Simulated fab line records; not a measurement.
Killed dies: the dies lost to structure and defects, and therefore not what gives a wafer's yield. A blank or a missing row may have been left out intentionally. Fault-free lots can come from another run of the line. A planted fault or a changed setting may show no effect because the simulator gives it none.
A lot that was struck, set against a sound lot :: flow nandHarc :: 14 out of 1302 route steps
Sound: wafers L762.1, L762.3, L762.6. Struck: wafers L753.3, L753.5 (left out: L753.4, a lot-mate that was not struck); the cause follows at the end.
Per side, at each step with rows, come the tool, then ch with its chambers, and then its first start. Under that, the readings that differ: sound wafers :: struck wafers :: difference of the means :: sigmas: that difference in standard deviations of wafers without a fault.
alike: words and numbers the same on both sides, and readings whose means are apart by under 2 such deviations; not compared: readings that were withheld, readings missing a value for some wafer, numbers with overlapping values and no deviation given by the record, and bounds like >300 which may hide the same value.
A row with sigmas, a row that says differs or no value, or rows on one side alone: a step with any of these is where the two part. Numbers that don't overlap but have no deviation are shown without sigmas and don't part them. A reading that every wafer of one side lacks parts them only if that side has two wafers or more.

NHARC_A_CHANNEL_HOLE_D2_CD_MEAS_31:
  sound on cdSem-01 at day 21 13:15; struck on cdSem-01 at day 17 22:15
  alike: cdNm
NHARC_A_CHANNEL_HOLE_D2_XSEM_32:
  sound on xsem-01 ch 0, day 21 13:20; struck on xsem-02 ch 0, day 17 22:21
reading: tiltDeg (degrees)
sound: 0.12 0.12 0.12
struck: 0.01 0.01
difference: -0.11
sigmas: -3
  alike: botCdNm, bowNm
NHARC_A_CHANNEL_HOLE_D2_INSPECT_40:
  sound on defectInspect-02 at day 21 13:26; struck on defectInspect-01 at day 17 22:26
  alike: rawDefectCount
then, 2 steps without rows for these wafers: NHARC_A_CHANNEL_FILL_D2_PRECLEAN_00 (cleans in SC1); NHARC_A_CHANNEL_FILL_D2_SRD_01.
NHARC_A_CHANNEL_FILL_D2_ALD_02: deposits SiO2, target thk 6 nm, pulse time 10 s, ald cycles 60.
  sound on aldHk-03 ch 2,3, day 21 13:40; struck on aldHk-03 ch 0,3, day 17 22:42
  alike: heaterPowerW, precursorPulseHeightRel
NHARC_A_CHANNEL_FILL_D2_ALD_03: deposits SiNx, target thk 6 nm, pulse time 60 s, ald cycles 58.
  sound: aldSinBatch-02 ch 0; struck: aldSinBatch-02 ch 0
  alike: precursorPulseHeightRel
then, 1 step without rows for these wafers: NHARC_A_CHANNEL_FILL_D2_ALD_14 (deposits SiO2, target thk 2.5 nm, pulse time 10 s, ald cycles 25).
NHARC_A_CHANNEL_FILL_D2_ALD_15: deposits SiNx, target thk 2 nm, pulse time 60 s, ald cycles 19.
  sound: aldSinBatch-02 ch 0; struck: aldSinBatch-02 ch 0
  alike: precursorPulseHeightRel
then, 3 steps without rows for these wafers: NHARC_A_CHANNEL_FILL_D2_ALD_16 (deposits SiO2, target thk 1.5 nm, pulse time 10 s, ald cycles 15); NHARC_A_CHANNEL_FILL_D2_ANNEAL_17 (time 1800 s); NHARC_A_CHANNEL_FILL_D2_CVD_18 (deposits poly-Si, target thk 3 nm).
NHARC_A_CHANNEL_FILL_D2_ETCHBACK_19: etches the open film in HBr/Cl2, target depth 5 nm, time 1.7 s.
  sound on rieSi-03 ch 0,3, day 22 13:48; struck on rieSi-03 ch 0,2, day 18 22:02
reading: oesProductAu (a.u.)
sound: 1.002 0.997 1.002
struck: 0.699 0.724
difference: -0.289
sigmas: -24
  alike: drypumpMotorCurrentA, heBacksideLeakSccm, throttleValvePct
  not compared: rfHoursCounterH
NHARC_A_CHANNEL_FILL_D2_ETCHBACK_20: etches the open film in C4F8/O2/Ar, target depth 27 nm, time 13.5 s.
  sound on rieDiel-03 ch 0,1,3, day 22 13:56; struck on rieDiel-04 ch 2,3, day 18 22:10
reading: oesProductAu (a.u.)
sound: 0.928 0.928 0.911
struck: 0.989 1.012
difference: +0.078
sigmas: +3
  alike: rfVppV
  not compared: rfHoursCounterH

## WHERE THEY PART
At NHARC_A_CHANNEL_HOLE_D2_XSEM_32 first; at NHARC_A_CHANNEL_FILL_D2_ETCHBACK_20 last (within this record only).

WHY: what the simulator had put in
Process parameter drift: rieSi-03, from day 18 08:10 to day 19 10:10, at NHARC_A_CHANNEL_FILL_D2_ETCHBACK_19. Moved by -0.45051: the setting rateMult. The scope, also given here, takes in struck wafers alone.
